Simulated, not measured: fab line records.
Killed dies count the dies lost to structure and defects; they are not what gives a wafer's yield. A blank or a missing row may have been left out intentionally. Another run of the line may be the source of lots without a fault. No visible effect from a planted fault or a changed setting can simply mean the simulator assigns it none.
Which tool was responsible? | flow n5 finfet | 7 lots, 21 wafers sampled, at 1 step of a route of 1938

== WHAT EACH GAUGE READ, for each wafer ==
N5_MOL_CONTACT_COAG_THK_MEAS_29.
lot  | measured     | on            | MD_CAP_THK (nm)
L943 | day 5 17:09  | film metro-02 | 17.91 18.03 17.98
L946 | day 6 01:22  | film metro-02 | 18.05 18.00 17.96
L948 | day 6 10:25  | film metro-01 | 17.88 18.05 17.74
L950 | day 6 22:35  | film metro-01 | 17.93 17.96 17.78
L959 | day 9 04:27  | film metro-02 | 18.08 17.88 17.88
L963 | day 10 03:34 | film metro-02 | 18.07 17.92 17.89
L965 | day 10 12:12 | film metro-02 | 17.90 17.89 17.84

== WHAT TOOL EACH LOT RAN ON (gives the tool, then ch and the chambers of the sampled wafers, and finally the start) ==
There is no process step in the record ahead of these readings.

== THE ANSWER, worked out from the rows above alone ==
Rule: the lots themselves supply what counts as usual. The widest of any qualifying gaps counts: lots, ordered by their means at a reading, are off when they make up no more than a third of the lots, leave a main group of 4 or more, and stand apart from it by 3 or more times the standard deviation of that group's means. A main group whose means are all the same, to the digits that the tables above print for the reading, isn't used. Also off: a lot with no number at a reading for which 4 or more lots have one. All remaining lots with rows at the step are treated as sound.
Across all readings shown, no lot is off: no conclusion can be drawn from this.

== WHAT WAS PUT IN BY THE SIMULATOR ==
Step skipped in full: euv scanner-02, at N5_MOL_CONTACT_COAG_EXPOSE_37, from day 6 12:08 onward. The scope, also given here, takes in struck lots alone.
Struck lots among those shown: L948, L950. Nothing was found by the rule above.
